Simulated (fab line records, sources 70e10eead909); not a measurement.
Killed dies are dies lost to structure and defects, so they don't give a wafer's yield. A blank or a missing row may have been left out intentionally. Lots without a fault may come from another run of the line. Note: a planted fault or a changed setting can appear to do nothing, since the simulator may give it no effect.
fab line records	flow nand-harc	part 1 of 2: steps 1 to 3 of 6
record: lots: 21	wafers: 63	last-day: 27
route steps=1159 shown P_ZERO_WELL@18 A_ZERO_WELL@405 A_STAIRCASE@563
lots untouched by any fault: they come from a run of this same line in which no faults occurred
start-h: hours from the record's first day to the start of the lot's first wafer shown	wait-h: hours from the lot's prior step to this one	" same as the row above	L1.1+2: one row covering several wafers at once	- no value, or no start was given	* or withheld: withheld	< > ~ a bound
route shown NAME@n: names a module that has steps shown in the file, with the first one's number in the route	usual: the fault-free wafers' mean and standard deviation	same: alike in all rows	chamber/n: place in a boat	sites: the reading at each site	_std_site: standard deviation of those values	_edge_site: outer sites' mean less inner sites'	radius-mm: for every site, how far away it sits from the centre of the wafer	mask NAME#n: copy n	behind: the tool/chamber that last shaped the wafer	hold: cause of the lot's hold/its duration in hours/its outcome	device: whichever transistor did not switch (one of n, p or np)	end of line: tests of these same wafers at the route's end	a step given without rows: its recipe and nothing more	killed: not the wafer's yield, but the dies lost to structure and defects at the first sort	map: shows each die of a wafer: x if killed, . if not, _ if none is there
set.NAME: the run value of the setting; set.NAME@STEP: its run value at that earlier step	model.NAME: the simulator's own value behind a step, which no gauge read
one table for each step of the route and one row for each wafer, over a sample of lots
services: the hour from which a tool's chamber was out of use, counted from the record's first day as start-h (under 0 if before that day), plus the number of hours and why
== steps ==
step: NHARC_P_ZERO_WELL_ETCH_62
recipe: target-depth-a: 130	time-s: 6.5	chf3-flow-sccm: 50	ar-flow-sccm: 200	rf-w: 500	bias-w: 200	chemistry: CHF3/Ar
usual: chamber-pressure-mTorr: 25.000/0.023	drypump-motor-current-A: 5.8/0.41	oes-product-au: 0.968/0.012	rf-vpp-V: 371.2/2.3	showerhead-plenum-p-Torr: 2.37/0.096	throttle-valve-pct: 20.217/0.0098
lot.wafer	tool	chamber	start-h	wait-h	chamber-pressure-mTorr	drypump-motor-current-A	oes-product-au	rf-hours-counter-h	rf-vpp-V	showerhead-plenum-p-Torr	throttle-valve-pct
L074.1	rie-diel-01	3	-	-	24.981	5.5	0.976	3	372.2	2.42	20.202
L074.6	"	2	"	"	25.016	5.7	0.986	-	372.2	2.41	20.221
L074.5	"	3	"	"	25.030	5.5	0.985	-	372.5	2.42	20.217
L075.3	rie-diel-10	2	-	-	24.983	6.4	0.958	1	368.3	2.30	20.213
L075.2	"	3	"	"	24.982	6.6	0.954	1	368.9	2.27	20.228
L075.6	"	0	"	"	24.968	6.1	0.973	-	373.0	2.45	20.229
L076.4	rie-diel-01	1	-	-	24.997	5.2	0.970	4	367.9	2.21	20.205
L076.1	"	3	"	"	24.997	5.5	0.964	4	371.9	2.42	20.209
L076.3	"	0	"	"	25.006	6.3	0.959	4	369.6	2.35	20.207
L079.4	rie-diel-10	0	-	-	24.977	6.1	0.969	3	372.8	2.45	20.211
L079.5	"	3	"	"	25.006	6.5	0.962	-	368.4	2.27	20.229
L079.6	"	0	"	"	24.976	6.1	0.963	-	372.7	2.45	20.220
L080.2	rie-diel-10	1	-	-	24.966	5.3	0.982	4	371.6	2.36	20.210
L080.1	"	2	"	"	24.964	6.4	0.978	4	369.1	2.30	20.221
L080.4	"	3	"	"	24.969	6.5	0.958	4	368.9	2.26	20.213
L081.3	rie-diel-01	0	-	-	25.013	6.3	0.970	6	371.2	2.35	20.228
L081.2	"	1	"	"	25.003	5.2	0.969	6	368.5	2.21	20.221
L081.4	"	3	"	"	25.036	5.5	0.987	6	371.7	2.42	20.216
L082.4	rie-diel-02	0	-	-	24.962	6.0	0.969	7	370.4	2.30	20.222
L082.2	"	1	"	"	25.051	5.5	0.975	7	373.1	2.51	20.196
L082.6	"	1	"	"	24.978	5.5	0.980	-	374.1	2.51	20.222
L084.3	rie-diel-01	2	-	-	25.009	5.7	0.982	7	372.0	2.41	20.220
L084.1	"	3	"	"	24.988	5.5	0.971	7	374.7	2.42	20.207
L084.5	"	2	"	"	25.026	5.7	0.966	-	371.5	2.41	20.216
L085.4	rie-diel-10	3	-	-	25.011	6.5	0.959	5	368.0	2.26	20.229
L085.5	"	1	"	"	24.984	5.3	0.982	-	369.3	2.36	20.237
L085.6	"	2	"	"	24.992	6.4	0.979	-	368.2	2.30	20.191
L086.2	rie-diel-02	2	-	-	25.005	5.8	0.948	8	374.3	2.52	20.216
L086.4	"	3	"	"	25.017	5.5	0.931	4	369.8	2.31	20.236
L086.6	"	1	"	"	25.020	5.5	0.948	-	373.2	2.51	20.218
L087.4	rie-diel-02	0	-	-	25.006	6.0	0.984	9	369.8	2.30	20.229
L087.5	"	1	"	"	24.979	5.5	0.984	-	373.1	2.51	20.220
L087.6	"	2	"	"	25.036	5.9	0.972	-	374.3	2.52	20.219
L088.2	rie-diel-02	3	-	-	24.986	5.5	0.975	4	368.8	2.30	20.206
L088.5	"	3	"	"	24.976	5.5	0.969	-	369.1	2.30	20.236
L088.6	"	0	"	"	24.993	6.0	0.979	-	370.2	2.30	20.214
L089.2	rie-diel-02	2	-	-	24.980	5.8	0.966	9	374.0	2.52	20.206
L089.3	"	0	"	"	25.033	6.0	0.976	9	369.3	2.30	20.209
L089.6	"	2	"	"	25.005	5.9	0.966	-	374.8	2.52	20.210
L090.1	rie-diel-10	0	-	-	24.989	6.1	0.949	9	371.5	2.45	20.206
L090.2	"	1	"	"	24.959	5.3	0.953	8	371.4	2.36	20.212
L090.5	"	3	"	"	24.998	6.6	0.969	-	369.0	2.26	20.213
L091.1	rie-diel-01	2	-	-	24.985	5.7	0.970	10	372.5	2.41	20.213
L091.3	"	0	"	"	25.027	6.3	0.962	9	372.3	2.35	20.219
L091.4	"	1	"	"	25.030	5.2	0.962	-	367.0	2.21	20.233
L092.2	rie-diel-02	0	-	-	25.015	6.0	0.948	11	370.4	2.30	20.225
L092.6	"	2	"	"	25.020	5.8	0.973	-	373.8	2.52	20.219
L092.5	"	3	"	"	24.989	5.5	0.965	-	369.5	2.30	20.204
L093.1	rie-diel-10	1	-	-	24.998	5.3	0.970	10	371.2	2.36	20.212
L093.2	"	3	"	"	25.007	6.6	0.969	10	369.7	2.26	20.229
L093.5	"	1	"	"	25.026	5.3	0.967	-	373.2	2.36	20.197
L094.1	rie-diel-01	3	-	-	24.990	5.5	0.992	11	372.7	2.42	20.231
L094.5	"	3	"	"	25.000	5.5	0.977	-	373.0	2.42	20.211
L094.6	"	0	"	"	24.975	6.3	0.974	-	369.6	2.35	20.204
L095.1	rie-diel-02	3	-	-	25.051	5.5	0.973	8	370.5	2.30	20.203
L095.2	"	0	"	"	25.037	6.1	0.964	12	369.6	2.30	20.209
L095.6	"	2	"	"	24.992	5.8	0.974	-	374.2	2.52	20.217
L096.2	rie-diel-10	1	-	-	25.032	5.3	0.981	12	371.1	2.36	20.216
L096.5	"	3	"	"	24.979	6.6	0.958	-	369.7	2.26	20.201
L096.6	"	0	"	"	24.989	6.1	0.960	-	372.7	2.45	20.218
L097.4	rie-diel-01	0	-	-	24.986	6.3	0.955	0	370.9	2.35	20.209
L097.3	"	2	"	"	24.993	5.7	0.974	1	372.7	2.41	20.234
L097.6	"	1	"	"	25.020	5.2	0.951	-	367.7	2.21	20.218
step: NHARC_A_ZERO_WELL_ETCH_13
recipe: target-depth-a: 1200	time-s: 40.1	hbr-flow-sccm: 150	cl2-flow-sccm: 50	rf-w: 400	icp-w: 400	bias-w: 100	chemistry: HBr/Cl2
usual: chamber-pressure-mTorr: 15.001/0.014	drypump-motor-current-A: 5.9/0.42	oes-product-au: 0.995/0.0084	throttle-valve-pct: 26.406/0.0096
lot.wafer	tool	chamber	start-h	wait-h	chamber-pressure-mTorr	drypump-motor-current-A	oes-product-au	rf-hours-counter-h	throttle-valve-pct
L074.1	rie-si-01	1	123.47	-	15.002	5.5	0.999	0.9	26.402
L074.5	"	3	"	"	15.022	5.4	0.993	-	26.422
L074.6	"	0	"	"	14.980	6.5	0.999	-	26.417
L075.3	rie-si-01	0	145.54	-	15.007	6.5	1.014	1.0	26.415
L075.2	"	1	"	"	15.016	5.5	0.987	0.9	26.402
L075.6	"	1	"	"	14.978	5.5	0.988	-	26.389
L076.3	rie-si-06	0	146.67	-	14.983	5.4	1.008	1.0	26.403
L076.4	"	1	"	"	15.009	6.0	0.990	1.1	26.407
L076.1	"	3	"	"	15.007	6.1	1.005	0.9	26.412
L079.4	rie-si-01	0	161.89	-	14.978	6.5	1.008	1.1	26.403
L079.6	"	3	"	"	15.003	5.4	0.996	-	26.401
L079.5	"	0	"	"	15.003	6.5	1.010	-	26.398
L080.2	rie-si-06	2	175.93	-	15.002	6.0	1.005	1.2	26.425
L080.4	"	3	"	"	15.023	6.1	1.004	1.2	26.402
L080.1	"	0	"	"	14.983	5.4	1.001	1.2	26.390
L082.2	rie-si-01	2	176.99	-	15.005	6.3	1.003	0.0	26.406
L082.4	"	3	"	"	15.014	5.4	0.988	0.0	26.414
L082.6	"	1	"	"	14.998	5.5	0.986	-	26.405
L081.2	rie-si-06	3	178.91	-	15.037	6.1	1.002	1.2	26.412
L081.4	"	0	"	"	14.987	5.4	0.989	1.3	26.412
L081.3	"	2	"	"	15.001	6.0	1.006	1.3	26.418
L084.1	rie-si-03	0	186.04	-	15.008	5.8	0.994	0.1	26.407
L084.3	"	1	"	"	14.975	5.6	0.988	0.1	26.399
L084.5	"	3	"	"	14.985	5.3	0.989	-	26.426
L085.4	rie-si-01	2	212.63	-	15.005	6.3	1.002	0.3	26.401
L085.5	"	0	"	"	15.005	6.5	0.994	-	26.409
L085.6	"	1	"	"	15.027	5.5	0.984	-	26.408
L088.2	rie-si-03	0	213.55	-	14.999	5.8	0.995	0.3	26.398
L088.5	"	0	"	"	15.012	5.8	0.994	-	26.409
L088.6	"	1	"	"	15.027	5.6	0.999	-	26.388
L086.2	rie-si-06	3	214.28	-	14.980	6.1	0.989	0.2	26.405
L086.4	"	0	"	"	14.975	5.4	0.997	0.2	26.428
L086.6	"	1	"	"	15.010	6.0	0.998	-	26.418
L087.4	rie-si-01	2	227.10	-	15.000	6.3	0.992	0.3	26.405
L087.5	"	0	"	"	15.016	6.5	0.987	-	26.402
L087.6	"	1	"	"	15.010	5.5	0.991	-	26.417
L090.2	rie-si-01	0	235.83	-	14.998	6.5	0.982	0.4	26.399
L090.1	"	2	"	"	15.019	6.3	1.004	0.4	26.406
L090.5	"	3	"	"	15.006	5.5	0.981	-	26.409
L089.3	rie-si-03	1	237.88	-	15.018	5.6	0.990	0.4	26.394
L089.2	"	0	"	"	14.996	5.7	0.999	0.5	26.396
L089.6	"	2	"	"	14.995	6.2	0.979	-	26.393
L091.3	rie-si-06	0	240.54	-	14.984	5.4	1.003	0.3	26.424
L091.1	"	2	"	"	15.016	6.0	1.008	0.3	26.416
L091.4	"	3	"	"	15.005	6.1	0.989	0.4	26.412
L092.2	rie-si-01	2	241.26	-	15.011	6.3	0.992	0.5	26.418
L092.5	"	1	"	"	14.989	5.5	0.990	-	26.406
L092.6	"	2	"	"	15.000	6.3	1.008	-	26.399
L094.1	rie-si-06	2	250.34	-	15.010	6.0	0.998	0.4	26.396
L094.5	"	1	"	"	15.021	6.0	1.001	-	26.419
L094.6	"	0	"	"	14.989	5.4	0.990	-	26.413
L093.2	rie-si-01	1	254.99	-	15.003	5.5	0.983	0.6	26.413
L093.1	"	2	"	"	14.981	6.3	0.993	0.5	26.405
L093.5	"	0	"	"	14.995	6.5	0.991	-	26.400
L095.1	rie-si-03	0	259.94	-	15.021	5.7	0.991	0.6	26.397
L095.2	"	1	"	"	14.996	5.6	1.005	0.6	26.412
L095.6	"	0	"	"	15.015	5.8	0.987	-	26.392
L096.2	rie-si-01	1	262.09	-	14.993	5.5	1.002	0.6	26.403
L096.6	"	2	"	"	15.011	6.3	0.998	-	26.397
L096.5	"	3	"	"	14.987	5.4	0.988	-	26.412
L097.4	rie-si-01	2	279.54	-	15.026	6.3	1.002	0.7	26.400
L097.3	"	3	"	"	14.988	5.4	0.984	0.6	26.400
L097.6	"	0	"	"	14.998	6.5	1.005	-	26.406
step: NHARC_A_STAIRCASE_TRIM_26
recipe: time-s: 211.2	o2-flow-sccm: 500	ar-flow-sccm: 0	bias-w: 0	chemistry: O2
usual: chamber-pressure-mTorr: 60.00/0.05	drypump-motor-current-A: 5.5/0.39	oes-product-au: 1.003/0.0076	rf-vpp-V: 57.7/0.94	showerhead-plenum-p-Torr: 3.51/0.15	throttle-valve-pct: 17.036/0.0084
lot.wafer	tool	chamber	start-h	wait-h	chamber-pressure-mTorr	drypump-motor-current-A	oes-product-au	rf-hours-counter-h	rf-vpp-V	showerhead-plenum-p-Torr	throttle-valve-pct
L074.1	rie-diel-11	3	-	-	59.93	5.7	1.008	9	58.6	3.47	17.027
L074.5	"	2	"	"	59.97	5.8	1.003	-	56.6	3.47	17.035
L074.6	"	3	"	"	59.93	5.8	1.009	-	58.1	3.47	17.046
L075.2	rie-diel-09	2	-	-	60.07	5.3	0.984	66	56.8	3.56	17.047
L075.3	"	1	"	"	60.01	5.4	0.994	64	56.2	3.27	17.032
L075.6	"	3	"	"	60.06	5.3	1.000	-	56.7	3.56	17.021
L076.3	rie-diel-13	1	-	-	59.96	5.4	0.996	52	56.8	3.45	17.031
L076.1	"	2	"	"	60.01	5.7	1.001	51	57.5	3.34	17.032
L076.4	"	3	"	"	59.97	6.5	0.993	54	56.1	3.28	17.045
L079.4	rie-diel-11	3	-	-	60.04	5.8	1.012	23	56.7	3.46	17.036
L079.6	"	1	"	"	60.01	5.7	1.006	-	56.8	3.57	17.028
L079.5	"	2	"	"	60.01	5.8	1.021	-	56.1	3.47	17.037
L081.3	rie-diel-11	2	-	-	60.02	5.8	1.016	32	55.6	3.46	17.034
L081.4	"	3	"	"	60.03	5.7	0.997	32	57.7	3.45	17.043
L081.2	"	0	"	"	59.97	5.5	1.006	33	57.7	3.33	17.030
L082.4	rie-diel-11	0	-	-	60.04	5.5	1.015	33	56.6	3.33	17.029
L082.2	"	2	"	"	59.98	5.8	1.015	32	58.1	3.46	17.041
L082.6	"	3	"	"	60.01	5.7	1.005	-	58.7	3.45	17.038
L080.1	rie-diel-09	2	-	-	60.05	5.3	0.992	8	58.2	3.56	17.033
L080.2	"	0	"	"	59.95	4.8	0.989	9	57.3	3.35	17.034
L080.4	"	2	"	"	60.01	5.3	0.999	-	57.9	3.56	17.045
L084.3	rie-diel-11	1	-	-	60.01	5.7	1.007	36	57.9	3.56	17.035
L084.1	"	3	"	"	59.95	5.7	1.003	38	59.0	3.45	17.038
L084.5	"	0	"	"	60.01	5.5	1.008	-	59.2	3.32	17.035
L088.2	rie-diel-09	3	-	-	60.03	5.2	1.013	19	58.1	3.55	17.046
L088.5	"	1	"	"	59.89	5.4	0.992	-	59.1	3.80	17.042
L088.6	"	2	"	"	59.98	5.3	0.991	-	57.7	3.55	17.020
L086.4	rie-diel-13	2	-	-	59.97	5.7	1.011	9	57.1	3.33	17.041
L086.2	"	3	"	"	59.92	6.5	1.006	9	58.5	3.80	17.045
L086.6	"	1	"	"	59.87	5.4	1.005	-	57.1	3.44	17.034
L085.4	rie-diel-13	2	-	-	59.91	5.7	0.998	11	56.7	3.33	17.027
L085.5	"	2	"	"	60.03	5.7	1.002	-	56.7	3.33	17.015
L085.6	"	3	"	"	59.91	6.5	0.992	-	58.7	3.80	17.046
L087.4	rie-diel-09	3	-	-	60.02	5.2	1.003	28	57.8	3.54	17.045
L087.5	"	1	"	"	60.02	5.4	1.005	-	58.4	3.80	17.034
L087.6	"	2	"	"	60.04	5.3	0.995	-	57.9	3.55	17.036
L089.2	rie-diel-09	3	-	-	60.08	5.2	1.005	29	56.6	3.54	17.034
L089.3	"	1	"	"	59.98	5.4	1.001	21	59.1	3.80	17.041
L089.6	"	2	"	"	60.03	5.3	1.011	-	57.3	3.55	17.046
L090.2	rie-diel-11	2	-	-	60.00	5.7	1.012	51	56.4	3.45	17.025
L090.1	"	0	"	"	59.96	5.5	1.020	51	58.1	3.32	17.034
L090.5	"	2	"	"	59.98	5.8	1.019	-	56.2	3.45	17.033
L091.3	rie-diel-13	3	-	-	60.02	6.6	1.005	19	59.7	3.80	17.025
L091.1	"	0	"	"	60.01	5.5	1.018	19	56.4	3.58	17.040
L091.4	"	1	"	"	59.99	5.4	1.007	20	58.1	3.44	17.020
L092.2	rie-diel-09	3	-	-	59.92	5.2	1.010	32	60.3	3.54	17.034
L092.5	"	1	"	"	60.05	5.4	0.993	-	57.5	3.79	17.036
L092.6	"	2	"	"	60.08	5.3	1.009	-	57.9	3.55	17.033
L094.1	rie-diel-13	3	-	-	60.02	6.5	0.998	22	59.6	3.80	17.040
L094.6	"	0	"	"	59.90	5.4	1.004	-	56.6	3.58	17.020
L094.5	"	1	"	"	59.97	5.3	1.000	-	56.3	3.44	17.019
L093.1	rie-diel-09	1	-	-	60.00	5.4	0.992	25	57.9	3.79	17.024
L093.2	"	2	"	"	60.04	5.3	0.998	28	57.6	3.55	17.030
L093.5	"	2	"	"	60.08	5.3	0.991	-	56.8	3.55	17.036
L096.2	rie-diel-13	2	-	-	59.95	5.7	1.006	28	57.1	3.32	17.031
L096.5	"	2	"	"	60.02	5.7	1.006	-	58.0	3.32	17.042
L096.6	"	3	"	"	59.97	6.5	1.008	-	58.6	3.79	17.027
L095.2	rie-diel-11	1	-	-	60.01	5.7	1.012	59	58.0	3.55	17.044
L095.1	"	0	"	"	59.99	5.5	1.020	63	56.9	3.31	17.025
L095.6	"	2	"	"	60.03	5.8	1.012	-	56.1	3.44	17.037
L097.3	rie-diel-13	2	-	-	60.07	5.7	1.005	35	56.1	3.31	17.044
L097.4	"	3	"	"	59.99	6.6	1.004	34	58.5	3.79	17.023
L097.6	"	3	"	"	59.96	6.6	1.002	-	58.2	3.79	17.043
